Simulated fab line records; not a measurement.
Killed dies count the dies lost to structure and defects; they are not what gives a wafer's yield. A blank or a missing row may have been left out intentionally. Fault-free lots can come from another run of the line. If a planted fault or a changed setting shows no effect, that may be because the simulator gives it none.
fab line records	flow nandHarc
[record] lots = 12	wafers = 36	lastDay = 35
route steps=1302 shown A_CONTACT@1043 END@1302
lots that met no fault: from a run of the same line without faults
startH: hours from the record's opening day to when the first of the lot's shown wafers began	waitH: how many hours have passed since the lot's step before this one	" identical to the entry in the row above	L1.1+2: a row that stands for several wafers	- either no value or no given start	* or withheld: withheld	< > ~ a bound
route shown NAME@n: names a module that has steps shown in the file, with the first one's number in the route	usual: the fault-free wafers' mean and standard deviation	same: alike in all rows	chamber/n: place in a boat	sites: the reading at each site	_std_site: how widely they spread, as a standard deviation	_edge_site: mean of outer sites minus mean of inner sites	radiusMm: for every site, how far away it sits from the centre of the wafer	mask NAME#n: copy n	behind: tool/chamber where the wafer was last shaped	hold: what put the lot on hold/how long, in hours/how the hold closed	device: transistor that didn't switch, given as n, p or np	end of line: tests run on the same wafers once the route is complete	a step without rows: its recipe alone	killed: at the first sort, the dies lost to defects and structure; wafer yield is something else	map: a wafer's dies, x killed, . not, _ none there
set.NAME: the run value of the setting; set.NAME@STEP: its run value at that earlier step	model.NAME: the simulator's own value behind a step, which no gauge read
one table for each step of the route and one row for each wafer, over a sample of lots
services: when a tool's chamber went out of use (startH, in hours from the record's first day, below 0 if earlier), for how many hours, and the reason
[[steps]]
[step NHARC_A_CONTACT_ETCH_75]
[recipe] targetDepthA = 390	overEtchFrac = 0.3	timeS = 65	ionEnergyEv = 80	cf4FlowSccm = 150	arFlowSccm = 0	rfW = 300	biasW = 100	chemistry = CF4
[usual] biasW = 100.0/0.31	cf4FlowSccm = 149.9/0.4	drypumpMotorCurrentA = 5.5/0.52	mfcArSccm = 0.012/0.011	oesProductAu = 1.000/0.012	rfVppV = 150.8/1.4	showerheadPlenumPTorr = 1.74/0.089	throttleValvePct = 13.284/0.0087
lot.wafer	tool	chamber	startH	waitH	biasW	cf4FlowSccm	drypumpMotorCurrentA	mfcArSccm	oesProductAu	rfHoursCounterH	rfVppV	showerheadPlenumPTorr	throttleValvePct
L531.4	rieDiel-04	3	517.54	0.1	99.7	149.6	6.6	0.006	0.981	51	152.0	1.89	13.284
L531.3	"	0	"	"	100.2	149.5	5.5	0.020	0.994	52	151.2	1.73	13.280
L531.6	"	0	"	"	100.2	150.4	5.4	0.020	0.988	-	151.5	1.73	13.273
L530.2	rieDiel-09	0	517.86	0.1	99.9	150.5	5.2	0	1.013	1	151.3	1.73	13.286
L530.6	"	3	"	"	99.9	149.9	5.5	0.022	0.991	-	152.9	1.91	13.277
L530.5	"	0	"	"	100.1	150.0	5.2	0	1.008	-	151.0	1.73	13.286
L533.1	rieDiel-09	3	522.70	0.1	100.4	149.5	5.6	0.022	0.979	3	151.6	1.91	13.271
L533.3	"	0	"	"	99.5	150.1	5.2	0	0.999	2	149.8	1.73	13.276
L533.2	"	1	"	"	100.1	150.3	6.0	0.021	0.996	2	148.7	1.65	13.255
L534.1	rieDiel-05	2	534.51	0.1	100.1	150.3	5.7	0.034	0.991	42	149.8	1.64	13.286
L534.3	"	3	"	"	99.7	150.1	5.2	0	0.993	45	149.8	1.80	13.294
L534.2	"	0	"	"	100.0	150.0	6.0	0	0.995	46	150.8	1.67	13.299
L539.2	rieDiel-09	1	597.83	0.1	99.6	150.1	5.9	0.021	0.990	17	149.1	1.65	13.274
L539.6	"	0	"	"	99.8	149.7	5.2	0	1.008	-	150.1	1.72	13.278
L539.5	"	1	"	"	99.6	149.9	6.0	0.021	0.996	-	149.7	1.65	13.293
L540.4	rieDiel-04	0	599.98	0.2	100.7	150.4	5.5	0.020	1.006	17	151.1	1.72	13.296
L540.2	"	2	"	"	99.9	150.4	5.2	0.017	1.021	18	150.9	1.78	13.283
L540.6	"	0	"	"	100.0	150.3	5.5	0.020	1.004	-	148.5	1.72	13.280
L541.3	rieDiel-09	0	601.27	0.1	100.6	149.6	5.2	0	1.002	17	150.7	1.72	13.286
L541.6	"	3	"	"	99.5	148.9	5.6	0.022	0.991	-	153.9	1.90	13.296
L541.5	"	0	"	"	99.8	150.2	5.2	0	0.990	-	152.3	1.72	13.296
L542.2	rieDiel-09	0	614.37	0.1	99.4	150.2	5.2	0	1.018	20	151.3	1.72	13.291
L542.3	"	1	"	"	100.1	149.6	6.0	0.021	1.004	20	151.4	1.65	13.274
L542.5	"	0	"	"	99.7	150.4	5.2	0	1.013	-	151.0	1.72	13.286
L544.2	rieDiel-09	0	645.74	0.1	100.2	149.6	5.2	0	1.015	24	150.3	1.72	13.283
L544.1	"	1	"	"	100.1	150.9	6.0	0.021	1.010	24	149.9	1.65	13.284
L544.4	"	2	"	"	100.3	149.8	4.6	0	1.020	-	150.7	1.66	13.287
L546.2	rieDiel-09	0	660.26	0.1	99.7	150.1	5.2	0	1.007	28	149.7	1.72	13.284
L546.3	"	1	"	"	100.4	150.2	6.0	0.021	0.994	28	148.3	1.65	13.288
L546.6	"	1	"	"	99.9	149.7	6.1	0.021	0.998	-	149.0	1.65	13.292
L549.3	rieDiel-09	3	697.92	0.1	99.8	150.0	5.5	0.022	0.993	1	151.7	1.90	13.268
L549.5	"	1	"	"	100.2	149.9	6.0	0.021	1.004	-	149.5	1.65	13.286
L549.6	"	2	"	"	100.0	150.2	4.7	0	1.015	-	150.7	1.66	13.285
L551.3	rieDiel-04	3	732.13	0.1	100.0	150.2	6.6	0.006	0.991	4	152.3	1.87	13.275
L551.5	"	2	"	"	99.3	149.8	5.2	0.017	0.999	-	152.1	1.77	13.287
L551.6	"	0	"	"	99.9	149.4	5.5	0.020	0.985	-	149.8	1.71	13.283
[step NHARC_A_CONTACT_ETCH_130]
[recipe] sourceW = withheld	pressureMtorr = 20	biasV = 3000	timeS = 197	targetDepthA = 19180	arFlowSccm = withheld	c4f8FlowSccm = withheld	o2FlowSccm = withheld	chemistry = C4F8/O2/Ar
[usual] chamberPressureMTorr = 19.998/0.019	oesAirLineAu = 0.998/0.02
lot.wafer	tool	chamber	startH	waitH	chamberPressureMTorr	oesAirLineAu	rfHoursCounterH
L531.3	harCapEtch-01	1	520.13	0.1	19.957	0.999	-
L531.4	"	0	"	"	19.994	0.999	-
L531.6	"	1	"	"	19.978	0.983	-
L530.2	harCapEtch-02	0	520.39	0.1	19.994	0.974	90
L530.5	"	0	"	"	19.998	0.985	-
L530.6	"	1	"	"	19.961	0.977	-
L533.1	harCapEtch-01	1	525.87	0.2	20.023	1.007	3
L533.2	"	0	"	"	19.990	1.007	3
L533.3	"	1	"	"	19.991	1.009	-
L534.2	harCapEtch-01	0	537.06	0.1	20.037	0.989	6
L534.1	"	1	"	"	20.018	0.963	6
L534.3	"	1	"	"	20.025	0.947	-
L539.2	harCapEtch-02	1	600.39	0.1	-	-	-
L539.5	"	0	"	"	-	-	-
L539.6	"	1	"	"	-	-	-
L540.2	harCapEtch-03	0	602.53	0.1	-	-	-
L540.4	"	1	"	"	-	-	-
L540.6	"	1	"	"	-	-	-
L541.3	harCapEtch-01	0	604.25	0.2	-	-	-
L541.6	"	0	"	"	-	-	-
L541.5	"	1	"	"	-	-	-
L542.2	harCapEtch-01	0	617.27	0.2	19.977	0.989	21
L542.3	"	0	"	"	19.986	0.956	-
L542.5	"	0	"	"	19.981	0.979	-
L544.2	harCapEtch-01	1	648.93	0.2	19.981	1.010	25
L544.1	"	0	"	"	20.029	0.992	25
L544.4	"	0	"	"	19.992	0.986	-
L546.2	harCapEtch-02	1	662.80	0.1	20.050	1.000	115
L546.3	"	1	"	"	19.991	1.000	-
L546.6	"	0	"	"	20.003	0.976	-
L549.3	harCapEtch-01	0	700.51	0.1	19.983	1.010	-
L549.5	"	0	"	"	20.019	1.020	-
L549.6	"	1	"	"	20.030	1.022	-
L551.3	harCapEtch-01	0	735.12	0.1	19.983	1.000	-
L551.6	"	1	"	"	19.998	0.990	-
L551.5	"	0	"	"	19.997	1.009	-
[step NHARC_A_CONTACT_ETCH_131]
[recipe] sourceW = withheld	pressureMtorr = 20	biasV = 3000	timeS = 197	targetDepthA = 19180	arFlowSccm = withheld	c4f8FlowSccm = withheld	o2FlowSccm = withheld	chemistry = C4F8/O2/Ar
[usual] chamberPressureMTorr = 20.001/0.02	oesAirLineAu = 0.999/0.02
lot.wafer	tool	chamber	startH	waitH	chamberPressureMTorr	oesAirLineAu	rfHoursCounterH
L531.3	harCapEtch-01	1	520.31	0.1	20.000	0.977	-
L531.4	"	0	"	"	20.027	1.002	-
L531.6	"	1	"	"	19.995	1.003	-
L530.2	harCapEtch-02	0	520.57	0.2	19.991	0.998	91
L530.5	"	0	"	"	19.993	0.996	-
L530.6	"	1	"	"	19.962	1.007	-
L533.1	harCapEtch-01	1	526.05	0.1	20.006	1.032	3
L533.2	"	0	"	"	20.008	0.968	3
L533.3	"	1	"	"	20.007	1.008	-
L534.2	harCapEtch-01	0	537.24	0.1	20.012	0.986	6
L534.1	"	1	"	"	19.991	1.029	6
L534.3	"	1	"	"	20.034	0.986	-
L539.2	harCapEtch-02	1	600.56	0.1	19.992	0.989	104
L539.5	"	0	"	"	19.962	0.974	-
L539.6	"	1	"	"	19.987	0.984	-
L540.2	harCapEtch-03	0	602.70	0.1	20.003	1.024	62
L540.4	"	1	"	"	20.022	1.035	-
L540.6	"	1	"	"	20.059	1.005	-
L541.3	harCapEtch-01	0	604.49	0.2	19.992	0.976	-
L541.6	"	0	"	"	19.988	0.991	-
L541.5	"	1	"	"	19.991	0.992	-
L542.2	harCapEtch-01	0	617.51	0.2	19.988	1.010	21
L542.3	"	0	"	"	19.975	0.983	-
L542.5	"	0	"	"	19.998	0.984	-
L544.2	harCapEtch-01	1	649.17	0.2	19.976	1.029	25
L544.1	"	0	"	"	20.008	0.986	25
L544.4	"	0	"	"	20.006	1.000	-
L546.2	harCapEtch-02	1	662.97	0.1	20.036	1.013	115
L546.3	"	1	"	"	20.018	0.991	-
L546.6	"	0	"	"	19.974	0.960	-
L549.3	harCapEtch-01	0	700.68	0.1	20.008	0.995	-
L549.5	"	0	"	"	19.973	0.995	-
L549.6	"	1	"	"	20.004	1.016	-
L551.3	harCapEtch-01	0	735.30	0.1	19.998	0.999	-
L551.6	"	1	"	"	19.990	0.996	-
L551.5	"	0	"	"	20.036	1.001	-
[step NHARC_A_CONTACT_ETCH_132]
[recipe] sourceW = withheld	pressureMtorr = 20	biasV = 3000	timeS = 197	targetDepthA = 19240	arFlowSccm = withheld	c4f8FlowSccm = withheld	o2FlowSccm = withheld	chemistry = C4F8/O2/Ar
[usual] chamberPressureMTorr = 20.000/0.018	oesAirLineAu = 0.997/0.019
lot.wafer	tool	chamber	startH	waitH	chamberPressureMTorr	oesAirLineAu	rfHoursCounterH
L531.3	harCapEtch-01	1	520.48	0.1	19.981	0.995	-
L531.4	"	0	"	"	19.988	0.979	-
L531.6	"	1	"	"	19.975	0.981	-
L530.2	harCapEtch-02	0	520.75	0.1	20.034	0.985	91
L530.5	"	0	"	"	20.005	0.996	-
L530.6	"	1	"	"	20.039	1.017	-
L533.1	harCapEtch-01	1	526.22	0.1	19.995	0.996	3
L533.2	"	0	"	"	20.022	1.013	3
L533.3	"	1	"	"	19.986	1.028	-
L534.2	harCapEtch-01	0	537.41	0.1	20.005	0.996	6
L534.1	"	1	"	"	20.016	0.999	6
L534.3	"	1	"	"	20.007	0.994	-
L539.2	harCapEtch-02	1	600.74	0.1	20.001	1.008	104
L539.5	"	0	"	"	19.977	0.997	-
L539.6	"	1	"	"	19.993	0.974	-
L540.2	harCapEtch-03	0	602.88	0.1	19.982	1.002	62
L540.4	"	1	"	"	20.021	0.989	-
L540.6	"	1	"	"	19.981	0.962	-
L541.3	harCapEtch-01	0	604.72	0.2	19.998	0.998	-
L541.6	"	0	"	"	19.982	0.998	-
L541.5	"	1	"	"	19.961	1.028	-
L542.2	harCapEtch-01	0	617.75	0.2	20.025	0.992	21
L542.3	"	0	"	"	20.008	1.017	-
L542.5	"	0	"	"	19.980	0.978	-
L544.2	harCapEtch-01	1	649.41	0.2	20.014	0.971	25
L544.1	"	0	"	"	19.987	1.018	25
L544.4	"	0	"	"	20.020	1.000	-
L546.2	harCapEtch-02	1	663.15	0.1	19.975	1.014	115
L546.3	"	1	"	"	19.987	1.016	-
L546.6	"	0	"	"	19.975	0.952	-
L549.3	harCapEtch-01	0	700.86	0.1	20.017	0.959	-
L549.5	"	0	"	"	19.988	1.009	-
L549.6	"	1	"	"	20.015	0.974	-
L551.3	harCapEtch-01	0	735.48	0.1	20.006	0.999	-
L551.6	"	1	"	"	19.979	1.012	-
L551.5	"	0	"	"	20.018	0.990	-
[step NHARC_END_SORT_01]
[recipe] tempC = 25
[usual] killedAtArray = 62/22	killedAtOther = 1.0/1.4	killedAtPeriphery = 4.2/2.8	killedDies = 67/23	killedOpen = 3.1/1.7	killedShort = 2.1/1.5
[same] grossDies = 677
lot.wafer	tool	chamber	startH	waitH	killedAtArray	killedAtOther	killedAtPeriphery	killedDies	killedOpen	killedShort
L539.2	prober-01	0	654.69	2.8	674	2	1	677	0	0
L539.5	prober-01	0	657.10	3.7	671	3	3	677	0	1
L539.6	prober-01	0	657.91	4.0	672	4	1	677	2	1
L540.2	prober-02	0	662.44	2.8	672	1	4	677	4	5
L540.4	prober-02	0	664.05	3.4	671	0	6	677	4	5
L540.6	prober-02	0	665.66	4.0	672	1	4	677	2	1
L541.3	prober-01	0	663.35	3.1	677	0	0	677	1	5
L541.5	prober-01	0	664.96	3.7	677	0	0	677	3	5
L541.6	prober-01	0	665.77	4.0	675	2	0	677	3	3
// killed by level:class
L539.2 A_CONTACT:areaEtch=639 A_CHANNEL_HOLE_D2:chamberFilmFlake=20 A_CHANNEL_HOLE_D1:chamberFilmFlake=5 A_SGD_CUT:chamberFilmFlake=4 A_SLIT:chamberFilmFlake=2 A_WL_FILL:chamberFilmFlake=2 THIN_TSV:chamberFilmFlake=2 P_STI:chamberFilmFlake=1
L539.5 A_CONTACT:areaEtch=633 A_CHANNEL_HOLE_D2:chamberFilmFlake=17 A_SGD_CUT:chamberFilmFlake=11 A_CONTACT:chamberFilmFlake=5 A_CHANNEL_HOLE_D1:chamberFilmFlake=4 THIN_TSV:chamberFilmFlake=3 P_M0:geometricParticle:short=1 P_ZERO_WELL:chamberFilmFlake=1
L539.6 A_CONTACT:areaEtch=630 A_CHANNEL_HOLE_D2:chamberFilmFlake=23 A_CONTACT:chamberFilmFlake=5 A_CHANNEL_HOLE_D1:chamberFilmFlake=4 A_SGD_CUT:chamberFilmFlake=4 THIN_TSV:chamberFilmFlake=4 A_SLIT:chamberFilmFlake=2 P_CONTACT:geometricParticle:open=1
L540.2 A_CONTACT:areaEtch=595 A_CHANNEL_HOLE_D1:chamberFilmFlake=35 A_CHANNEL_HOLE_D2:chamberFilmFlake=21 A_CONTACT:chamberFilmFlake=4 P_M2:chamberFilmFlake=3 A_SLIT:chamberFilmFlake=3 A_CHANNEL_FILL_D1:geometricParticle:short=2 A_M0:geometricParticle:open=2
L541.3 A_CONTACT:areaEtch=623 A_SLIT:chamberFilmFlake=30 A_CHANNEL_HOLE_D1:chamberFilmFlake=8 A_CONTACT:chamberFilmFlake=3 A_ONON_D2:geometricParticle:short=2 A_WL_FILL:geometricParticle:short=2 A_SGD_CUT:chamberFilmFlake=2 A_CHANNEL_FILL_D1:geometricParticle:open=1
L540.4 A_CONTACT:areaEtch=599 A_CHANNEL_HOLE_D1:chamberFilmFlake=34 A_CHANNEL_HOLE_D2:chamberFilmFlake=22 A_CONTACT:chamberFilmFlake=4 A_DECK1_JOINT:chamberFilmFlake=3 A_ONON_D1:geometricParticle:short=2 A_WL_FILL:geometricParticle:short=2 P_STI:chamberFilmFlake=2
L541.5 A_CONTACT:areaEtch=622 A_SLIT:chamberFilmFlake=31 A_CHANNEL_HOLE_D1:chamberFilmFlake=8 A_DECK1_JOINT:geometricParticle:short=2 A_STAIRCASE:chamberFilmFlake=2 A_CONTACT:chamberFilmFlake=2 A_ONON_D1:geometricParticle:open=1 A_ONON_D1:geometricParticle:short=1
L540.6 A_CONTACT:areaEtch=614 A_CHANNEL_HOLE_D1:chamberFilmFlake=27 A_CHANNEL_HOLE_D2:chamberFilmFlake=19 A_CONTACT:chamberFilmFlake=7 P_M2:chamberFilmFlake=3 A_DECK1_JOINT:chamberFilmFlake=2 P_STI:geometricParticle:short=1 A_CHANNEL_FILL_D2:geometricParticle:open=1
L541.6 A_CONTACT:areaEtch=620 A_SLIT:chamberFilmFlake=35 A_CHANNEL_HOLE_D1:chamberFilmFlake=6 A_WL_FILL:geometricParticle:short=3 A_CONTACT:chamberFilmFlake=3 THIN_TSV:chamberFilmFlake=2 A_STAIRCASE:geometricParticle:open=1 A_WL_FILL:geometricParticle:open=1
[[services]]
tool	chamber	startH	hours	kind
harCapEtch-01	-	497.00	17.0	pm
harCapEtch-01	0	497.00	17.0	ventCycle
harCapEtch-01	1	497.00	17.0	ventCycle
rieDiel-09	-	497.10	9.0	pm
rieDiel-09	0	497.10	9.0	ventCycle
rieDiel-09	1	497.10	9.0	ventCycle
rieDiel-09	2	497.10	9.0	ventCycle
rieDiel-09	3	497.10	9.0	ventCycle
rieDiel-09	0	506.10	-	clean
rieDiel-09	1	506.10	-	clean
harCapEtch-01	0	514.00	-	clean
harCapEtch-01	1	514.00	-	clean
rieDiel-04	-	533.38	9.0	pm
rieDiel-05	0	541.14	4.4	repair
rieDiel-05	0	571.25	7.7	repair
rieDiel-05	-	584.74	9.0	pm
rieDiel-04	2	591.69	4.0	repair
rieDiel-04	2	620.67	3.5	repair
rieDiel-05	3	621.63	9.3	repair
rieDiel-04	1	656.79	14.2	repair
rieDiel-09	-	674.10	9.0	pm
rieDiel-04	-	710.38	9.0	pm
rieDiel-09	1	713.42	9.6	repair
rieDiel-04	1	727.41	11.2	repair
[[key]]
[firstSign] step = NHARC_A_CONTACT_ETCH_130	reading = toolRecord	direction = missing
[effect] step = NHARC_END_SORT_01	reading = killedAtArray	direction = up	sigmas = 27	usual = 62	struck = 673
[moreKillsBornAt] NHARC_A_CONTACT_ETCH_130@harCapEtch-02 = 1902	NHARC_A_CONTACT_ETCH_130@harCapEtch-01 = 1865	NHARC_A_CONTACT_ETCH_130@harCapEtch-03 = 1808
metAt NHARC_A_CONTACT_ETCH_130
struckLots L539,L540,L541
laterRowsLeftOut L539.2,L539.5,L539.6,L540.2,L540.4,L540.6,L541.3,L541.5,L541.6
testerLeftOut L539,L540,L541
notActingAt NHARC_A_CONTACT_ETCH_75,NHARC_A_CONTACT_ETCH_131,NHARC_A_CONTACT_ETCH_132
onsetBetween 537.06 600.39
[fault] kind = skippedStepWhole	tool = harCapEtch-01,harCapEtch-02,harCapEtch-03	chamber = -	onsetH = 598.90	steps = NHARC_A_CONTACT_ETCH_130	scope = struckLotsOnly
// testerLeftOut: of these lots the tester's yield and bins aren't shown, on N5 and GAA mostly nor the transistor test; their killed dies are dies lost to structure and defects alone, not to doping, threshold or leakage, so they don't give the yield
// laterRowsLeftOut: the simulator's readings of these wafers behind a module that went badly wrong aren't trusted and aren't shown, but for the sort
